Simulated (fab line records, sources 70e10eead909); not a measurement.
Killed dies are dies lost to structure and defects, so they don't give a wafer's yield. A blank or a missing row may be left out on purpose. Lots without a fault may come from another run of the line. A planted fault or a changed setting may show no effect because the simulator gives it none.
Chamber matching | flow nand_harc | NHARC_A_DECK1_JOINT_CMP_13 on cmp-01: 4 sister chambers
The step polishes, target thk 51.023 nm. 16 wafers are shown with their chamber, then 8 later ones without.

WAFERS WITH THEIR CHAMBER
wafer  | chamber | motor_current_A (A) | edge_zone_pressure_frac | time_to_endpoint_s (s)
L075.1 | 1       | 13.2                | 0.998                   | 6.5
L075.3 | 0       | 12.0                | 0.989                   | 10.4
L075.6 | 1       | 13.2                | 0.994                   | 8.8
L078.1 | 1       | 13.0                | 0.989                   | 11.2
L078.2 | 2       | 10.4                | 1.004                   | 9.1
L078.6 | 1       | 13.1                | 0.999                   | 10.0
L079.2 | 1       | 13.1                | 1.002                   | 10.7
L079.3 | 0       | 12.3                | 1.004                   | 7.9
L079.5 | 0       | 13.1                | 1.000                   | 9.8
L079.1 | 3       | 10.7                | 0.997                   | 9.6
L079.4 | 2       | 10.7                | 0.999                   | 11.6
L079.6 | 1       | 12.6                | 1.002                   | 9.7
L082.3 | 2       | 10.4                | 1.005                   | 11.0
L082.4 | 3       | 11.2                | 0.999                   | 11.4
L082.5 | 1       | 13.1                | 0.995                   | 10.8
L087.1 | 2       | 10.1                | 1.001                   | 7.5

SIGNATURES (means of the wafers above)
reading                 | chamber 0 | chamber 1 | chamber 2 | chamber 3 | scatter within a chamber
motor_current_A         | 12.467    | 13.043    | 10.400    | 10.950    | 0.317
edge_zone_pressure_frac | 0.99767   | 0.99700   | 1.00225   | 0.99800   | 0.00481
time_to_endpoint_s      | 9.367     | 9.671     | 9.800     | 10.500    | 1.61
Rule: a wafer's distance from a chamber is the root of the sum, over the readings, of the square of ((its reading less the chamber's mean) divided by the reading's scatter). The wafer belongs to the nearest chamber; if the next one is less than 2 further off, it can't be placed. The scatter: the root of (the sum of the squares of (reading less its chamber's mean) over the shown wafers, divided by (wafers less chambers)).

WAFERS WITHOUT THEIR CHAMBER
wafer  | motor_current_A (A) | edge_zone_pressure_frac | time_to_endpoint_s (s)
L087.2 | 11.2                | 1.014                   | 9.1
L087.6 | 10.4                | 1.007                   | 8.0
L088.1 | 10.6                | 0.995                   | 9.9
L088.4 | 12.5                | 0.996                   | 8.7
L088.5 | 13.1                | 1.006                   | 11.1
L092.2 | 11.0                | 1.003                   | 6.4
L092.4 | 12.4                | 0.997                   | 9.5
L092.6 | 11.5                | 1.007                   | 3.3

WHICH CHAMBER EACH WENT THROUGH
wafer  | from the rows above               | in truth
L087.2 | can't be placed: 3 or 2 or 0      | 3
L087.6 | can't be placed: 2 or 3           | 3
L088.1 | can't be placed: 3 or 2           | 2
L088.4 | can't be placed: 0 or 1           | 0
L088.5 | can't be placed: 1 or 0           | 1
L092.2 | can't be placed: 3 or 2           | 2
L092.4 | can't be placed: 0 or 1           | 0
L092.6 | can't be placed: 3 or 0 or 2 or 1 | 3
Placed correctly: 0 of 8. Can't be placed from these rows: 8 (the true chamber is among the candidates in 8). Placed wrongly: 0.
